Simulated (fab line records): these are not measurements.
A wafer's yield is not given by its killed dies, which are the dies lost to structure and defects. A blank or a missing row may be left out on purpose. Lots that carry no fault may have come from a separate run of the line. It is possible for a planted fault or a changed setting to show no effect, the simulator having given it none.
What tool caused it? / flow n5 finfet / 72 wafers from 24 lots sampled at 6 of the route's 1938 steps

## WHAT THE GAUGES READ, wafer by wafer
N5_BEOL_M5_RS_MEAS_57: the measuring method here is four-point-probe.
lot=L074; measured=day 9 18:33; on=film metro-02; M5_RS (ohm/sq)=0.363 0.373 0.371
lot=L075; measured=day 9 23:02; on=film metro-02; M5_RS (ohm/sq)=0.382 0.389 0.387
lot=L077; measured=day 10 03:48; on=film metro-01; M5_RS (ohm/sq)=0.389 0.393 0.382
lot=L078; measured=day 10 20:38; on=film metro-02; M5_RS (ohm/sq)=0.399 0.402 0.400
lot=L076; measured=day 10 21:10; on=film metro-02; M5_RS (ohm/sq)=0.389 0.382 0.393
lot=L079; measured=day 10 23:10; on=film metro-02; M5_RS (ohm/sq)=0.383 0.390 0.368
lot=L080; measured=day 11 04:14; on=film metro-01; M5_RS (ohm/sq)=0.386 0.400 0.371
lot=L081; measured=day 11 06:54; on=film metro-02; M5_RS (ohm/sq)=0.378 0.407 0.395
lot=L082; measured=day 11 18:32; on=film metro-02; M5_RS (ohm/sq)=0.382 0.396 0.381
lot=L083; measured=day 11 23:26; on=film metro-02; M5_RS (ohm/sq)=0.391 0.374 0.363
lot=L084; measured=day 12 05:42; on=film metro-02; M5_RS (ohm/sq)=0.395 0.396 0.411
lot=L086; measured=day 12 06:33; on=film metro-01; M5_RS (ohm/sq)=0.376 0.391 0.385
lot=L085; measured=day 12 18:07; on=film metro-01; M5_RS (ohm/sq)=0.397 0.387 0.385
lot=L087; measured=day 12 22:58; on=film metro-02; M5_RS (ohm/sq)=0.394 0.380 0.374
lot=L088; measured=day 13 04:23; on=film metro-02; M5_RS (ohm/sq)=0.392 0.387 0.392
lot=L089; measured=day 13 08:08; on=film metro-02; M5_RS (ohm/sq)=0.363 0.396 0.370
lot=L090; measured=day 13 15:43; on=film metro-01; M5_RS (ohm/sq)=0.375 0.372 0.378
lot=L091; measured=day 14 01:48; on=film metro-02; M5_RS (ohm/sq)=0.399 0.373 0.394
lot=L092; measured=day 14 05:31; on=film metro-01; M5_RS (ohm/sq)=0.367 0.368 0.394
lot=L093; measured=day 14 11:41; on=film metro-02; M5_RS (ohm/sq)=0.394 0.387 0.376
lot=L094; measured=day 14 14:09; on=film metro-02; M5_RS (ohm/sq)=0.397 0.380 0.385
lot=L095; measured=day 14 18:02; on=film metro-01; M5_RS (ohm/sq)=0.397 0.378 0.385
lot=L096; measured=day 15 05:29; on=film metro-01; M5_RS (ohm/sq)=0.370 0.371 0.374
lot=L097; measured=day 15 17:53; on=film metro-01; M5_RS (ohm/sq)=0.384 0.386 0.380

## WHAT TOOL EACH LOT RAN ON (gives the tool, then ch and the chambers of the sampled wafers, and finally the start)
lot=L074; N5_BEOL_M5_SPUTTER_81=pvd sputter-01, day 9 14:14; N5_BEOL_M5_SPUTTER_83=pvd sputter-01, day 9 15:19; N5_BEOL_M5_ANNEAL_89=pvd sputter-01, day 9 16:29; N5_BEOL_M5_CO_CAP_78=cvd co-01 ch 1,2, day 9 18:22; N5_BEOL_M5_DEP_56=pecvd-01 ch 0,2, day 9 18:29
lot=L075; N5_BEOL_M5_SPUTTER_81=pvd sputter-01, day 9 18:40; N5_BEOL_M5_SPUTTER_83=pvd sputter-01, day 9 19:45; N5_BEOL_M5_ANNEAL_89=pvd sputter-01, day 9 20:55; N5_BEOL_M5_CO_CAP_78=cvd co-02 ch 1,2, day 9 22:52; N5_BEOL_M5_DEP_56=pecvd-01 ch 1,2, day 9 22:58
lot=L077; N5_BEOL_M5_SPUTTER_81=pvd sputter-02, day 9 23:00; N5_BEOL_M5_SPUTTER_83=pvd sputter-02, day 10 00:05; N5_BEOL_M5_ANNEAL_89=pvd sputter-02, day 10 01:15; N5_BEOL_M5_CO_CAP_78=cvd co-01 ch 0,1,2, day 10 03:37; N5_BEOL_M5_DEP_56=pecvd-03 ch 0,1,2, day 10 03:44
lot=L078; N5_BEOL_M5_SPUTTER_81=pvd sputter-01, day 10 16:01; N5_BEOL_M5_SPUTTER_83=pvd sputter-01, day 10 17:07; N5_BEOL_M5_ANNEAL_89=pvd sputter-01, day 10 18:16; N5_BEOL_M5_CO_CAP_78=cvd co-02 ch 0,2, day 10 20:26; N5_BEOL_M5_DEP_56=pecvd-03 ch 0,1, day 10 20:34
lot=L076; N5_BEOL_M5_SPUTTER_81=pvd sputter-03, day 10 16:50; N5_BEOL_M5_SPUTTER_83=pvd sputter-03, day 10 17:55; N5_BEOL_M5_ANNEAL_89=pvd sputter-03, day 10 19:05; N5_BEOL_M5_CO_CAP_78=cvd co-01 ch 0,1,2, day 10 20:59; N5_BEOL_M5_DEP_56=pecvd-02 ch 0,1,2, day 10 21:06
lot=L079; N5_BEOL_M5_SPUTTER_81=pvd sputter-02, day 10 18:49; N5_BEOL_M5_SPUTTER_83=pvd sputter-02, day 10 19:54; N5_BEOL_M5_ANNEAL_89=pvd sputter-02, day 10 21:04; N5_BEOL_M5_CO_CAP_78=cvd co-02 ch 0,1, day 10 22:59; N5_BEOL_M5_DEP_56=pecvd-03 ch 1,2, day 10 23:06
lot=L080; N5_BEOL_M5_SPUTTER_81=pvd sputter-02, day 10 23:55; N5_BEOL_M5_SPUTTER_83=pvd sputter-02, day 11 01:00; N5_BEOL_M5_ANNEAL_89=pvd sputter-02, day 11 02:10; N5_BEOL_M5_CO_CAP_78=cvd co-01 ch 0,1, day 11 04:02; N5_BEOL_M5_DEP_56=pecvd-01 ch 0,2, day 11 04:10
lot=L081; N5_BEOL_M5_SPUTTER_81=pvd sputter-03, day 11 02:35; N5_BEOL_M5_SPUTTER_83=pvd sputter-03, day 11 03:40; N5_BEOL_M5_ANNEAL_89=pvd sputter-03, day 11 04:50; N5_BEOL_M5_CO_CAP_78=cvd co-01 ch 0,1,2, day 11 06:43; N5_BEOL_M5_DEP_56=pecvd-03 ch 0,2, day 11 06:50
lot=L082; N5_BEOL_M5_SPUTTER_81=pvd sputter-02, day 11 14:12; N5_BEOL_M5_SPUTTER_83=pvd sputter-02, day 11 15:17; N5_BEOL_M5_ANNEAL_89=pvd sputter-02, day 11 16:27; N5_BEOL_M5_CO_CAP_78=cvd co-02 ch 0,1,2, day 11 18:21; N5_BEOL_M5_DEP_56=pecvd-01 ch 0,1, day 11 18:28
lot=L083; N5_BEOL_M5_SPUTTER_81=pvd sputter-01, day 11 18:43; N5_BEOL_M5_SPUTTER_83=pvd sputter-01, day 11 19:48; N5_BEOL_M5_ANNEAL_89=pvd sputter-01, day 11 20:58; N5_BEOL_M5_CO_CAP_78=cvd co-01 ch 1,2, day 11 23:15; N5_BEOL_M5_DEP_56=pecvd-02 ch 0,2, day 11 23:22
lot=L084; N5_BEOL_M5_SPUTTER_81=pvd sputter-02, day 12 01:22; N5_BEOL_M5_SPUTTER_83=pvd sputter-02, day 12 02:27; N5_BEOL_M5_ANNEAL_89=pvd sputter-02, day 12 03:37; N5_BEOL_M5_CO_CAP_78=cvd co-01 ch 0,1, day 12 05:31; N5_BEOL_M5_DEP_56=pecvd-01 ch 0,1,2, day 12 05:38
lot=L086; N5_BEOL_M5_SPUTTER_81=pvd sputter-03, day 12 01:35; N5_BEOL_M5_SPUTTER_83=pvd sputter-03, day 12 02:41; N5_BEOL_M5_ANNEAL_89=pvd sputter-03, day 12 03:50; N5_BEOL_M5_CO_CAP_78=cvd co-02 ch 0,1,2, day 12 06:22; N5_BEOL_M5_DEP_56=pecvd-03 ch 0,1,2, day 12 06:29
lot=L085; N5_BEOL_M5_SPUTTER_81=pvd sputter-03, day 12 13:38; N5_BEOL_M5_SPUTTER_83=pvd sputter-03, day 12 14:44; N5_BEOL_M5_ANNEAL_89=pvd sputter-03, day 12 15:53; N5_BEOL_M5_CO_CAP_78=cvd co-01 ch 0,2, day 12 17:56; N5_BEOL_M5_DEP_56=pecvd-02 ch 0,1, day 12 18:03
lot=L087; N5_BEOL_M5_SPUTTER_81=pvd sputter-03, day 12 18:38; N5_BEOL_M5_SPUTTER_83=pvd sputter-03, day 12 19:43; N5_BEOL_M5_ANNEAL_89=pvd sputter-03, day 12 20:53; N5_BEOL_M5_CO_CAP_78=cvd co-02 ch 0,1,2, day 12 22:47; N5_BEOL_M5_DEP_56=pecvd-02 ch 1,2, day 12 22:54
lot=L088; N5_BEOL_M5_SPUTTER_81=pvd sputter-02, day 13 00:04; N5_BEOL_M5_SPUTTER_83=pvd sputter-02, day 13 01:09; N5_BEOL_M5_ANNEAL_89=pvd sputter-02, day 13 02:19; N5_BEOL_M5_CO_CAP_78=cvd co-01 ch 1,2, day 13 04:11; N5_BEOL_M5_DEP_56=pecvd-02 ch 0,2, day 13 04:19
lot=L089; N5_BEOL_M5_SPUTTER_81=pvd sputter-01, day 13 03:49; N5_BEOL_M5_SPUTTER_83=pvd sputter-01, day 13 04:55; N5_BEOL_M5_ANNEAL_89=pvd sputter-01, day 13 06:05; N5_BEOL_M5_CO_CAP_78=cvd co-01 ch 0,2, day 13 07:58; N5_BEOL_M5_DEP_56=pecvd-01 ch 0,2, day 13 08:04
lot=L090; N5_BEOL_M5_SPUTTER_81=pvd sputter-02, day 13 11:24; N5_BEOL_M5_SPUTTER_83=pvd sputter-02, day 13 12:29; N5_BEOL_M5_ANNEAL_89=pvd sputter-02, day 13 13:39; N5_BEOL_M5_CO_CAP_78=cvd co-01 ch 0,1,2, day 13 15:32; N5_BEOL_M5_DEP_56=pecvd-01 ch 0,1,2, day 13 15:39
lot=L091; N5_BEOL_M5_SPUTTER_81=pvd sputter-02, day 13 21:29; N5_BEOL_M5_SPUTTER_83=pvd sputter-02, day 13 22:34; N5_BEOL_M5_ANNEAL_89=pvd sputter-02, day 13 23:44; N5_BEOL_M5_CO_CAP_78=cvd co-01 ch 0,1,2, day 14 01:37; N5_BEOL_M5_DEP_56=pecvd-01 ch 1,2, day 14 01:44
lot=L092; N5_BEOL_M5_SPUTTER_81=pvd sputter-03, day 14 01:10; N5_BEOL_M5_SPUTTER_83=pvd sputter-03, day 14 02:16; N5_BEOL_M5_ANNEAL_89=pvd sputter-03, day 14 03:25; N5_BEOL_M5_CO_CAP_78=cvd co-02 ch 0,2, day 14 05:20; N5_BEOL_M5_DEP_56=pecvd-03 ch 1,2, day 14 05:26
lot=L093; N5_BEOL_M5_SPUTTER_81=pvd sputter-03, day 14 07:21; N5_BEOL_M5_SPUTTER_83=pvd sputter-03, day 14 08:26; N5_BEOL_M5_ANNEAL_89=pvd sputter-03, day 14 09:37; N5_BEOL_M5_CO_CAP_78=cvd co-01 ch 0,2, day 14 11:30; N5_BEOL_M5_DEP_56=pecvd-02 ch 0,2, day 14 11:37
lot=L094; N5_BEOL_M5_SPUTTER_81=pvd sputter-02, day 14 09:36; N5_BEOL_M5_SPUTTER_83=pvd sputter-02, day 14 10:41; N5_BEOL_M5_ANNEAL_89=pvd sputter-02, day 14 11:52; N5_BEOL_M5_CO_CAP_78=cvd co-01 ch 0,1, day 14 13:58; N5_BEOL_M5_DEP_56=pecvd-01 ch 0,1,2, day 14 14:05
lot=L095; N5_BEOL_M5_SPUTTER_81=pvd sputter-03, day 14 13:43; N5_BEOL_M5_SPUTTER_83=pvd sputter-03, day 14 14:49; N5_BEOL_M5_ANNEAL_89=pvd sputter-03, day 14 15:58; N5_BEOL_M5_CO_CAP_78=cvd co-01 ch 0,2, day 14 17:51; N5_BEOL_M5_DEP_56=pecvd-01 ch 0,1, day 14 17:58
lot=L096; N5_BEOL_M5_SPUTTER_81=pvd sputter-03, day 15 01:07; N5_BEOL_M5_SPUTTER_83=pvd sputter-03, day 15 02:12; N5_BEOL_M5_ANNEAL_89=pvd sputter-03, day 15 03:22; N5_BEOL_M5_CO_CAP_78=cvd co-02 ch 0,2, day 15 05:16; N5_BEOL_M5_DEP_56=pecvd-01 ch 0,1, day 15 05:25
lot=L097; N5_BEOL_M5_SPUTTER_81=pvd sputter-02, day 15 13:22; N5_BEOL_M5_SPUTTER_83=pvd sputter-02, day 15 14:26; N5_BEOL_M5_ANNEAL_89=pvd sputter-02, day 15 15:37; N5_BEOL_M5_CO_CAP_78=cvd co-02 ch 0,2, day 15 17:40; N5_BEOL_M5_DEP_56=pecvd-01 ch 0,1,2, day 15 17:49
- N5_BEOL_M5_SPUTTER_81: material Cu, target thk 15 nm, time 27.62 s.
- N5_BEOL_M5_SPUTTER_83: material Cu, target thk 15 nm, time 27.62 s.
- N5_BEOL_M5_ANNEAL_89: time 1800 s.
- N5_BEOL_M5_CO_CAP_78: material Co, precursor CCTBA/H2, target thk 2 nm, time 102.1 s.
- N5_BEOL_M5_DEP_56: deposits SiCN from 3MS/NH3, target thk 8 nm, time 14 s.

## AS READ BY THE TOOLS THEMSELVES (means over the sampled wafers that have a number; for cases with no such wafer, the mark the record gives instead)
N5_BEOL_M5_SPUTTER_81.
lot=L074; tool=pvd sputter-01; throttle valve pct (%)=30.7
lot=L075; tool=pvd sputter-01; throttle valve pct (%)=30.5
lot=L077; tool=pvd sputter-02; throttle valve pct (%)=29.5
lot=L078; tool=pvd sputter-01; throttle valve pct (%)=30.5
lot=L076; tool=pvd sputter-03; throttle valve pct (%)=31.2
lot=L079; tool=pvd sputter-02; throttle valve pct (%)=29.9
lot=L080; tool=pvd sputter-02; throttle valve pct (%)=29.4
lot=L081; tool=pvd sputter-03; throttle valve pct (%)=31.1
lot=L082; tool=pvd sputter-02; throttle valve pct (%)=29.6
lot=L083; tool=pvd sputter-01; throttle valve pct (%)=30.6
lot=L084; tool=pvd sputter-02; throttle valve pct (%)=29.6
lot=L086; tool=pvd sputter-03; throttle valve pct (%)=31.3
lot=L085; tool=pvd sputter-03; throttle valve pct (%)=29.7
lot=L087; tool=pvd sputter-03; throttle valve pct (%)=30.5
lot=L088; tool=pvd sputter-02; throttle valve pct (%)=29.3
lot=L089; tool=pvd sputter-01; throttle valve pct (%)=30.8
lot=L090; tool=pvd sputter-02; throttle valve pct (%)=29.6
lot=L091; tool=pvd sputter-02; throttle valve pct (%)=29.8
lot=L092; tool=pvd sputter-03; throttle valve pct (%)=30.4
lot=L093; tool=pvd sputter-03; throttle valve pct (%)=30.4
lot=L094; tool=pvd sputter-02; throttle valve pct (%)=29.5
lot=L095; tool=pvd sputter-03; throttle valve pct (%)=31.1
lot=L096; tool=pvd sputter-03; throttle valve pct (%)=30.2
lot=L097; tool=pvd sputter-02; throttle valve pct (%)=29.3

N5_BEOL_M5_SPUTTER_83.
lot=L074; tool=pvd sputter-01; throttle valve pct (%)=30.7
lot=L075; tool=pvd sputter-01; throttle valve pct (%)=30.3
lot=L077; tool=pvd sputter-02; throttle valve pct (%)=29.5
lot=L078; tool=pvd sputter-01; throttle valve pct (%)=30.5
lot=L076; tool=pvd sputter-03; throttle valve pct (%)=31.2
lot=L079; tool=pvd sputter-02; throttle valve pct (%)=29.9
lot=L080; tool=pvd sputter-02; throttle valve pct (%)=29.4
lot=L081; tool=pvd sputter-03; throttle valve pct (%)=31.2
lot=L082; tool=pvd sputter-02; throttle valve pct (%)=29.6
lot=L083; tool=pvd sputter-01; throttle valve pct (%)=30.6
lot=L084; tool=pvd sputter-02; throttle valve pct (%)=29.8
lot=L086; tool=pvd sputter-03; throttle valve pct (%)=31.1
lot=L085; tool=pvd sputter-03; throttle valve pct (%)=29.5
lot=L087; tool=pvd sputter-03; throttle valve pct (%)=30.5
lot=L088; tool=pvd sputter-02; throttle valve pct (%)=29.3
lot=L089; tool=pvd sputter-01; throttle valve pct (%)=30.5
lot=L090; tool=pvd sputter-02; throttle valve pct (%)=29.6
lot=L091; tool=pvd sputter-02; throttle valve pct (%)=29.9
lot=L092; tool=pvd sputter-03; throttle valve pct (%)=30.3
lot=L093; tool=pvd sputter-03; throttle valve pct (%)=30.4
lot=L094; tool=pvd sputter-02; throttle valve pct (%)=29.5
lot=L095; tool=pvd sputter-03; throttle valve pct (%)=31.1
lot=L096; tool=pvd sputter-03; throttle valve pct (%)=30.2
lot=L097; tool=pvd sputter-02; throttle valve pct (%)=29.4

N5_BEOL_M5_ANNEAL_89.
lot=L074; tool=pvd sputter-01; heater power w (W)=778
lot=L075; tool=pvd sputter-01; heater power w (W)=779
lot=L077; tool=pvd sputter-02; heater power w (W)=810
lot=L078; tool=pvd sputter-01; heater power w (W)=808
lot=L076; tool=pvd sputter-03; heater power w (W)=805
lot=L079; tool=pvd sputter-02; heater power w (W)=839
lot=L080; tool=pvd sputter-02; heater power w (W)=823
lot=L081; tool=pvd sputter-03; heater power w (W)=819
lot=L082; tool=pvd sputter-02; heater power w (W)=840
lot=L083; tool=pvd sputter-01; heater power w (W)=773
lot=L084; tool=pvd sputter-02; heater power w (W)=837
lot=L086; tool=pvd sputter-03; heater power w (W)=826
lot=L085; tool=pvd sputter-03; heater power w (W)=817
lot=L087; tool=pvd sputter-03; heater power w (W)=837
lot=L088; tool=pvd sputter-02; heater power w (W)=781
lot=L089; tool=pvd sputter-01; heater power w (W)=823
lot=L090; tool=pvd sputter-02; heater power w (W)=833
lot=L091; tool=pvd sputter-02; heater power w (W)=815
lot=L092; tool=pvd sputter-03; heater power w (W)=819
lot=L093; tool=pvd sputter-03; heater power w (W)=802
lot=L094; tool=pvd sputter-02; heater power w (W)=810
lot=L095; tool=pvd sputter-03; heater power w (W)=842
lot=L096; tool=pvd sputter-03; heater power w (W)=825
lot=L097; tool=pvd sputter-02; heater power w (W)=810

N5_BEOL_M5_CO_CAP_78.
lot=L074; tool=cvd co-01; heater power w (W)=233
lot=L075; tool=cvd co-02; heater power w (W)=250
lot=L077; tool=cvd co-01; heater power w (W)=224
lot=L078; tool=cvd co-02; heater power w (W)=226
lot=L076; tool=cvd co-01; heater power w (W)=231
lot=L079; tool=cvd co-02; heater power w (W)=229
lot=L080; tool=cvd co-01; heater power w (W)=242
lot=L081; tool=cvd co-01; heater power w (W)=232
lot=L082; tool=cvd co-02; heater power w (W)=240
lot=L083; tool=cvd co-01; heater power w (W)=234
lot=L084; tool=cvd co-01; heater power w (W)=240
lot=L086; tool=cvd co-02; heater power w (W)=238
lot=L085; tool=cvd co-01; heater power w (W)=227
lot=L087; tool=cvd co-02; heater power w (W)=239
lot=L088; tool=cvd co-01; heater power w (W)=235
lot=L089; tool=cvd co-01; heater power w (W)=214
lot=L090; tool=cvd co-01; heater power w (W)=229
lot=L091; tool=cvd co-01; heater power w (W)=233
lot=L092; tool=cvd co-02; heater power w (W)=224
lot=L093; tool=cvd co-01; heater power w (W)=225
lot=L094; tool=cvd co-01; heater power w (W)=245
lot=L095; tool=cvd co-01; heater power w (W)=223
lot=L096; tool=cvd co-02; heater power w (W)=224
lot=L097; tool=cvd co-02; heater power w (W)=226

N5_BEOL_M5_DEP_56.
lot=L074; tool=pecvd-01; showerhead plenum p Torr (Torr)=3.680; showerhead vpp V (V)=897; throttle valve pct (%)=9.4
lot=L075; tool=pecvd-01; showerhead plenum p Torr (Torr)=3.682; showerhead vpp V (V)=922; throttle valve pct (%)=9.6
lot=L077; tool=pecvd-03; showerhead plenum p Torr (Torr)=3.663; showerhead vpp V (V)=907; throttle valve pct (%)=9.2
lot=L078; tool=pecvd-03; showerhead plenum p Torr (Torr)=3.664; showerhead vpp V (V)=917; throttle valve pct (%)=9.3
lot=L076; tool=pecvd-02; showerhead plenum p Torr (Torr)=3.664; showerhead vpp V (V)=898; throttle valve pct (%)=8.8
lot=L079; tool=pecvd-03; showerhead plenum p Torr (Torr)=3.660; showerhead vpp V (V)=889; throttle valve pct (%)=9.1
lot=L080; tool=pecvd-01; showerhead plenum p Torr (Torr)=3.689; showerhead vpp V (V)=902; throttle valve pct (%)=9.4
lot=L081; tool=pecvd-03; showerhead plenum p Torr (Torr)=3.666; showerhead vpp V (V)=885; throttle valve pct (%)=9.0
lot=L082; tool=pecvd-01; showerhead plenum p Torr (Torr)=3.670; showerhead vpp V (V)=914; throttle valve pct (%)=9.7
lot=L083; tool=pecvd-02; showerhead plenum p Torr (Torr)=3.662; showerhead vpp V (V)=900; throttle valve pct (%)=8.7
lot=L084; tool=pecvd-01; showerhead plenum p Torr (Torr)=3.677; showerhead vpp V (V)=914; throttle valve pct (%)=9.7
lot=L086; tool=pecvd-03; showerhead plenum p Torr (Torr)=3.665; showerhead vpp V (V)=903; throttle valve pct (%)=9.1
lot=L085; tool=pecvd-02; showerhead plenum p Torr (Torr)=3.666; showerhead vpp V (V)=888; throttle valve pct (%)=8.9
lot=L087; tool=pecvd-02; showerhead plenum p Torr (Torr)=3.667; showerhead vpp V (V)=866; throttle valve pct (%)=8.9
lot=L088; tool=pecvd-02; showerhead plenum p Torr (Torr)=3.660; showerhead vpp V (V)=930; throttle valve pct (%)=8.7
lot=L089; tool=pecvd-01; showerhead plenum p Torr (Torr)=3.688; showerhead vpp V (V)=899; throttle valve pct (%)=9.4
lot=L090; tool=pecvd-01; showerhead plenum p Torr (Torr)=3.682; showerhead vpp V (V)=905; throttle valve pct (%)=9.7
lot=L091; tool=pecvd-01; showerhead plenum p Torr (Torr)=3.674; showerhead vpp V (V)=920; throttle valve pct (%)=10.0
lot=L092; tool=pecvd-03; showerhead plenum p Torr (Torr)=3.657; showerhead vpp V (V)=888; throttle valve pct (%)=9.2
lot=L093; tool=pecvd-02; showerhead plenum p Torr (Torr)=3.661; showerhead vpp V (V)=909; throttle valve pct (%)=8.9
lot=L094; tool=pecvd-01; showerhead plenum p Torr (Torr)=3.676; showerhead vpp V (V)=908; throttle valve pct (%)=9.6
lot=L095; tool=pecvd-01; showerhead plenum p Torr (Torr)=3.673; showerhead vpp V (V)=883; throttle valve pct (%)=9.7
lot=L096; tool=pecvd-01; showerhead plenum p Torr (Torr)=3.662; showerhead vpp V (V)=906; throttle valve pct (%)=9.6
lot=L097; tool=pecvd-01; showerhead plenum p Torr (Torr)=3.680; showerhead vpp V (V)=908; throttle valve pct (%)=9.8

## THE ANSWER, worked out from the rows above alone
Rule: usual is defined by the lots themselves. The widest of any qualifying gaps counts: lots, ordered by their means at a reading, are off when they make up no more than a third of the lots, leave a main group of 4 or more, and stand apart from it by 3 or more times the standard deviation of that group's means. Not used: any main group whose means are identical at the precision the tables above print for the reading. Also off: a lot with no number at a reading for which 4 or more lots have one. The other lots that the step has rows for count as sound. After the gauges, taken in route order, come the tools' own readings; for these a lot's mean is taken, as printed above. The first step at which some lot is off is used, and at that step the reading that is off furthest; a lot without a number counts as furthest.
No lot is off on any of the readings shown, so nothing can be concluded from this.

## WHAT HAD BEEN PUT IN BY THE SIMULATOR
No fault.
